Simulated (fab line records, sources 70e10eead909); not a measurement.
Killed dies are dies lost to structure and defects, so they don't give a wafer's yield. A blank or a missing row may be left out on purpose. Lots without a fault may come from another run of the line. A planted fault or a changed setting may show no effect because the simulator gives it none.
A struck lot beside a sound one | flow nand_harc | 15 steps out of a route of 1159
Sound: wafers L324.1, L324.4, L324.6. Struck: wafers L335.1, L335.2, L335.4. The cause comes at the end.
At each step with rows: each side's tool, then ch and its chambers, then its first start. Under that, the readings that differ: sound wafers | struck wafers | difference of the means | sigmas: that difference in standard deviations of wafers without a fault.
alike: readings whose means differ by less than 2 such deviations, and words and numbers that are the same on both sides. not compared: withheld readings, readings that some wafer has no value for, bounds like >300 that may hide the same value, and numbers for which the record gives no deviation and whose values overlap.
The two part at a step that has a row with sigmas, a row that says differs or no value, or rows on one side only. Numbers that don't overlap but have no deviation are shown without sigmas and don't part them. A reading that every wafer of one side lacks parts them only if that side has two wafers or more.

first, 4 steps without rows for these wafers: NHARC_THIN_TSV_EBR_29; NHARC_THIN_TSV_EXPOSE_30 (exposes mask PAD); NHARC_THIN_TSV_PEB_31 (peb time 85 s); NHARC_THIN_TSV_DEVELOP_32 (time 70 s).
NHARC_THIN_TSV_CD_MEAS_33: target cd 5000 nm.
  sound on cd_sem-03 ch 0, day 21 07:35; struck on cd_sem-01 ch 0, day 24 07:50
  alike: cd_nm
then, 1 step without rows for these wafers: NHARC_THIN_TSV_HARDBAKE_34 (time 80 s).
NHARC_THIN_TSV_DESCUM_35: chemistry O2, time 3 s.
  sound on rie_diel-06 ch 0,2, day 21 07:45; struck on rie_diel-07 ch 0,2,3, day 24 08:01
  alike: drypump_motor_current_A, mfc_ar_sccm, oes_product_au, rf_vpp_V, showerhead_plenum_p_Torr, throttle_valve_pct
  not compared: rf_hours_counter_h
NHARC_THIN_TSV_ETCH_59: etches the open film in Cl2/BCl3, target depth 880 nm, time 138.1 s.
  sound on rie_metal-02 ch 0,1, day 21 07:53; struck on rie_metal-03 ch 0,1, day 24 08:08
  alike: drypump_motor_current_A, oes_product_au, throttle_valve_pct
  not compared: rf_hours_counter_h
NHARC_THIN_TSV_ETCH_36: etches the open film in Cl2/BCl3, target depth 65 nm, time 18.571 s.
  sound on rie_metal-02 ch 0,1, day 21 08:08; struck on rie_metal-03 ch 0,1, day 24 08:23
  alike: drypump_motor_current_A, oes_product_au
  not compared: rf_hours_counter_h
NHARC_THIN_TSV_STRIP_56: strips in O2.
  sound on plasma_asher-01 ch 0,1, day 21 08:14; struck on plasma_asher-02 ch 0,1, day 24 08:29
  alike: drypump_motor_current_A, heater_power_w
  not compared: rf_hours_counter_h
then, 1 step without rows for these wafers: NHARC_THIN_TSV_STRIP_57 (strips in post etch residue remover, time 1200 s).
NHARC_THIN_TSV_CD_MEAS_37:
  sound on cd_sem-03, day 21 09:02; struck on cd_sem-01, day 24 09:17
  alike: cd_nm
NHARC_THIN_TSV_ANNEAL_58: time 1800 s.
  sound on furnace-07 ch 0, day 21 10:32; struck on furnace-07, day 24 09:39
  no value came back on the struck wafers for run_length_s (s), spike_tc_bottom_C (C), spike_tc_top_C (C), zone_power_lower_pct (%); on the sound wafers run_length_s (s) reads 1825 1825 1825
NHARC_THIN_TSV_INSPECT_40:
  sound on defect_inspect-02, day 21 11:59; struck on defect_inspect-02, day 24 11:05
  alike: raw_defect_count
NHARC_END_SORT_01:
  sound on prober-02 ch 0, day 21 17:26; struck on prober-02 ch 0, day 24 21:56
  reading            | sound       | struck      | difference | sigmas
  sort_bin_2_pct (%) | 1.2 1.3 1.2 | 2.7 2.1 3.1 | +1.4       | +2
  alike: defect_limited_yield, killed_at_array, killed_at_other, killed_at_periphery, killed_dies, killed_open, killed_short, sort_bin_3_pct, sort_bin_4_pct, sort_n_pass, sort_rim_yield_pct, sort_yield_pct

WHERE THEY PART
First at NHARC_THIN_TSV_ANNEAL_58; last, within this record, at NHARC_END_SORT_01.

WHY: what the simulator had put in
Skipped step whole: furnace-07, from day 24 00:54 on, at NHARC_THIN_TSV_ANNEAL_58. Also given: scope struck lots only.
